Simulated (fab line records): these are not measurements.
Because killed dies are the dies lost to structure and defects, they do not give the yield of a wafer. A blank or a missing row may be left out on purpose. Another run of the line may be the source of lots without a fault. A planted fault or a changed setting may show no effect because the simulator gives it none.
Matching of chambers | flow n5 finfet | N5_SDB_ALD_29 on ald sin-02: 4 sister chambers
The step deposits SiNx, target thk 30 nm, pulse time 1 s, ald cycles 600. 8 wafers are shown with their chamber, then 7 later ones without.

## EACH WAFER AND ITS CHAMBER
wafer  | chamber | heater power w (W) | precursor pulse height rel
L082.5 | 1       | 729                | 0.971
L084.3 | 0       | 824                | 0.947
L084.6 | 2       | 918                | 0.990
L089.3 | 1       | 734                | 0.991
L089.5 | 2       | 912                | 0.999
L089.6 | 3       | 958                | 0.996
L091.2 | 0       | 837                | 0.985
L091.3 | 3       | 977                | 1.021

## WAFERS WHOSE CHAMBER IS MISSING
wafer  | heater power w (W) | precursor pulse height rel
L091.4 | 727                | 0.968
L092.2 | 908                | 0.988
L092.5 | 845                | 0.973
L092.6 | 739                | 1.013
L096.3 | 948                | 0.984
L096.4 | 939                | 1.001
L096.5 | 927                | 1.010

## CHAMBER TAKEN BY EACH
wafer  | from the rows above     | in truth
L091.4 | 1                       | 1
L092.2 | 2                       | 2
L092.5 | 0                       | 0
L092.6 | 1                       | 1
L096.3 | can't be placed: 3 or 2 | 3
L096.4 | can't be placed: 2 or 3 | 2
L096.5 | 2                       | 2
Correctly placed: 5 of 7. Can't be placed from these rows: 2 (the true chamber is among the candidates in 2). 0 placed wrongly.
How it was worked out, from the rows above alone: a wafer's distance from a chamber is the root of the sum, over the readings, of the square of ((its reading less the chamber's mean) divided by the reading's scatter). If the next closest chamber is less than 2 further off than the closest, the wafer can't be placed; otherwise it belongs to the closest. A chamber's mean is the mean of its shown wafers. The scatter: take each reading less its chamber's mean, square it, sum over the shown wafers, divide by the number of wafers less the number of chambers, and take the root.
